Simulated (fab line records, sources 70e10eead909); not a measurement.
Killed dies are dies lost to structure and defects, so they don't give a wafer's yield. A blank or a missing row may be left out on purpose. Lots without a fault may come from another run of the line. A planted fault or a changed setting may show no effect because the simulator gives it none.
Chamber matching | flow nand_harc | NHARC_A_BONDPAD_DEP_00 on pecvd-04: 3 sister chambers
The step deposits SiCN, target thk 250 nm. 20 wafers are shown with their chamber, then 10 later ones without.

WAFERS WITH THEIR CHAMBER
wafer  | chamber | heater_power_w (W) | rf_fwd_power_W (W) | chamber_pressure_Torr (Torr)
L796.1 | 0       | 464                | 450.2              | 3.001
L796.3 | 2       | 717                | 449.7              | 3.006
L796.4 | 1       | 596                | 448.6              | 2.999
L798.3 | 0       | 524                | 450.6              | 3.000
L798.5 | 1       | 521                | 449.7              | 3.011
L798.6 | 2       | 697                | 447.1              | 3.000
L803.3 | 2       | 769                | 449.0              | 3.003
L803.5 | 0       | 465                | 449.1              | 2.997
L803.6 | 2       | 789                | 446.8              | 3.005
L804.1 | 0       | 525                | 450.3              | 2.994
L804.2 | 1       | 588                | 448.6              | 2.999
L804.3 | 2       | 720                | 449.9              | 3.006
L805.2 | 1       | 611                | 447.5              | 3.008
L805.3 | 2       | 789                | 450.7              | 3.006
L805.6 | 0       | 514                | 450.9              | 2.999
L811.2 | 0       | 528                | 450.3              | 3.007
L811.3 | 2       | 797                | 447.6              | 3.000
L811.6 | 0       | 531                | 452.7              | 3.010
L812.1 | 2       | 728                | 448.2              | 3.000
L812.4 | 0       | 500                | 449.4              | 3.006

SIGNATURES (means of the wafers above)
reading               | chamber 0 | chamber 1 | chamber 2 | scatter within a chamber
heater_power_w        | 506.38    | 579.00    | 750.75    | 35.1
rf_fwd_power_W        | 450.438   | 448.600   | 448.625   | 1.21
chamber_pressure_Torr | 3.00175   | 3.00425   | 3.00325   | 0.00473
Rule: a wafer's distance from a chamber is the root of the sum, over the readings, of the square of ((its reading less the chamber's mean) divided by the reading's scatter). The wafer belongs to the nearest chamber; if the next one is less than 2 further off, it can't be placed. The scatter: the root of (the sum of the squares of (reading less its chamber's mean) over the shown wafers, divided by (wafers less chambers)).

WAFERS WITHOUT THEIR CHAMBER
wafer  | heater_power_w (W) | rf_fwd_power_W (W) | chamber_pressure_Torr (Torr)
L812.6 | 547                | 448.4              | 3.006
L814.2 | 796                | 448.4              | 3.002
L814.3 | 485                | 449.0              | 3.002
L814.4 | 505                | 450.7              | 3.003
L817.1 | 701                | 449.4              | 2.991
L817.4 | 522                | 448.1              | 3.006
L817.5 | 729                | 449.2              | 2.996
L816.2 | 537                | 449.5              | 3.007
L816.4 | 527                | 451.7              | 3.000
L816.5 | 528                | 448.4              | 2.994

WHICH CHAMBER EACH WENT THROUGH
wafer  | from the rows above     | in truth
L812.6 | can't be placed: 1 or 0 | 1
L814.2 | 2                       | 2
L814.3 | can't be placed: 0 or 1 | 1
L814.4 | 0                       | 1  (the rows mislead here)
L817.1 | can't be placed: 2 or 1 | 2
L817.4 | can't be placed: 1 or 0 | 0
L817.5 | 2                       | 2
L816.2 | can't be placed: 1 or 0 | 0
L816.4 | can't be placed: 0 or 1 | 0
L816.5 | can't be placed: 0 or 1 | 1
Placed correctly: 2 of 10. Can't be placed from these rows: 7 (the true chamber is among the candidates in 7). Placed wrongly: 1.
